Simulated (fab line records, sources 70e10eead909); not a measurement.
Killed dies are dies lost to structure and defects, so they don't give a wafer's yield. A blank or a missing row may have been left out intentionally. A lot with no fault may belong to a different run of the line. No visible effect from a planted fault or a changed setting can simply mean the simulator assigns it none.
Matching of chambers + flow nand harc + cmp-03 running NHARC_A_CONTACT_CMP_20: 4 sister chambers
The step polishes, t overpolish 30 s, target thk 300 nm. 16 wafers are shown with their chamber, then 8 later ones without.

== WAFERS PAIRED WITH THEIR CHAMBERS ==
| wafer  | chamber | time to endpoint s (s) | motor current A (A) | overpolish run s (s) |
|--------|---------|------------------------|---------------------|----------------------|
| L078.1 | 3       | 61.4                   | 10.6                | 29.990               |
| L078.5 | 0       | 58.4                   | 11.2                | 30.009               |
| L078.6 | 3       | 62.0                   | 10.6                | 30.012               |
| L077.2 | 3       | 62.2                   | 10.5                | 29.989               |
| L077.3 | 1       | 58.6                   | 11.0                | 29.993               |
| L077.5 | 3       | 62.8                   | 11.0                | 30.000               |
| L083.1 | 3       | 61.8                   | 9.9                 | 30.005               |
| L083.2 | 2       | 59.9                   | 11.3                | 30.013               |
| L083.3 | 0       | 59.0                   | 11.3                | 29.987               |
| L085.2 | 0       | 60.7                   | 10.6                | 30.025               |
| L085.3 | 2       | 63.4                   | 11.3                | 29.994               |
| L085.6 | 0       | 61.4                   | 10.5                | 29.986               |
| L086.1 | 3       | 61.9                   | 10.9                | 30.007               |
| L086.2 | 1       | 56.9                   | 10.6                | 29.999               |
| L086.5 | 1       | 59.8                   | 11.2                | 29.998               |
| L090.2 | 2       | 58.0                   | 10.8                | 29.989               |

SIGNATURES (means of the wafers above)
| reading            | chamber 0 | chamber 1 | chamber 2 | chamber 3 | scatter within a chamber |
|--------------------|-----------|-----------|-----------|-----------|--------------------------|
| time to endpoint s | 59.875    | 58.433    | 60.433    | 62.017    | 1.48                     |
| motor current A    | 10.900    | 10.933    | 11.133    | 10.583    | 0.365                    |
| overpolish run s   | 30.00175  | 29.99667  | 29.99867  | 30.00050  | 0.0124                   |
Rule: for a wafer and a chamber, the distance is found by dividing, reading by reading, the gap between the wafer's reading and the chamber's mean by the reading's scatter, squaring, summing and taking the root. The wafer belongs to the nearest chamber; if the next one is less than 2 further off, it can't be placed. How the scatter is found: for the shown wafers, subtract from each reading the mean of its chamber, square and add these, divide the total by (wafers less chambers), then take the root.

== WAFERS WITHOUT THEIR CHAMBER ==
| wafer  | time to endpoint s (s) | motor current A (A) | overpolish run s (s) |
|--------|------------------------|---------------------|----------------------|
| L090.5 | 59.7                   | 11.0                | 29.997               |
| L090.6 | 56.1                   | 10.6                | 30.003               |
| L091.2 | 59.7                   | 10.7                | 30.007               |
| L091.4 | 57.5                   | 11.1                | 29.991               |
| L091.6 | 55.3                   | 11.2                | 29.983               |
| L095.2 | 55.8                   | 11.1                | 30.003               |
| L095.5 | 59.4                   | 10.7                | 29.997               |
| L095.6 | 60.4                   | 11.1                | 30.003               |

== THE CHAMBER EACH PASSED THROUGH ==
| wafer  | from the rows above               | in truth |
|--------|-----------------------------------|----------|
| L090.5 | can't be placed: 0 or 2 or 1 or 3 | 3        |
| L090.6 | can't be placed: 1 or 0 or 2      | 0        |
| L091.2 | can't be placed: 0 or 1 or 2 or 3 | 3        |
| L091.4 | can't be placed: 1 or 0 or 2      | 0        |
| L091.6 | can't be placed: 1 or 0 or 2      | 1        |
| L095.2 | can't be placed: 1 or 0 or 2      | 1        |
| L095.5 | can't be placed: 0 or 1 or 2 or 3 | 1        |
| L095.6 | can't be placed: 2 or 0 or 1 or 3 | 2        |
Correct placement for 0 of the 8. Can't be placed from these rows: 8 (the true chamber is among the candidates in 8). 0 placed wrongly.
